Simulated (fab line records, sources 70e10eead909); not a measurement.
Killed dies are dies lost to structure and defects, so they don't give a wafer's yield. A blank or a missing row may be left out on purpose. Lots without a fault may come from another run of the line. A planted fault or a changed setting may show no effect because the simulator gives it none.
Which tool did it? | flow nand_harc | 12 lots, 36 wafers sampled, at 1 step of a route of 1159

WHAT THE GAUGES READ, wafer by wafer
NHARC_P_GATE_CD_MEAS_46: target cd 720 nm.
lot  | measured     | on        | cd_nm (nm)
L077 | day 5 22:40  | cd_sem-02 | 717.6 719.6 719.1
L075 | day 6 04:40  | cd_sem-02 | 718.1 719.4 718.9
L079 | day 6 13:19  | cd_sem-01 | 720.9 720.2 720.0
L082 | day 6 23:44  | cd_sem-03 | 721.7 720.1 719.0
L084 | day 7 10:17  | cd_sem-03 | 721.1 720.8 718.8
L086 | day 8 14:22  | cd_sem-02 | 719.0 721.6 721.8
L085 | day 8 16:02  | cd_sem-02 | 719.4 719.6 718.3
L088 | day 8 22:04  | cd_sem-02 | 719.6 719.3 719.7
L092 | day 9 11:16  | cd_sem-02 | 721.5 719.1 719.6
L093 | day 10 05:17 | cd_sem-03 | 718.4 719.5 718.6
L095 | day 10 12:34 | cd_sem-02 | 717.8 718.5 715.8
L097 | day 10 22:13 | cd_sem-01 | 719.1 720.9 719.1

WHICH TOOL RAN EACH LOT (tool, then ch and the chambers of the sampled wafers, then the start)
The record holds no process step before these readings.

THE ANSWER, worked out from the rows above alone
Rule: what is usual is taken from the lots themselves. Put in order of their means at a reading, lots are off if they are a third of the lots or fewer, leave a main group of 4 or more, and stand apart from it by a gap of 3 or more times the standard deviation of the main group's means; of several such gaps the widest counts. A main group whose means are all the same, to the digits that the tables above print for the reading, isn't used. A lot without any number at a reading at which 4 lots or more have one is off too. The other lots that the step has rows for count as sound.
No lot is off at any reading shown: from this, nothing can be told.

WHAT THE SIMULATOR HAD PUT IN
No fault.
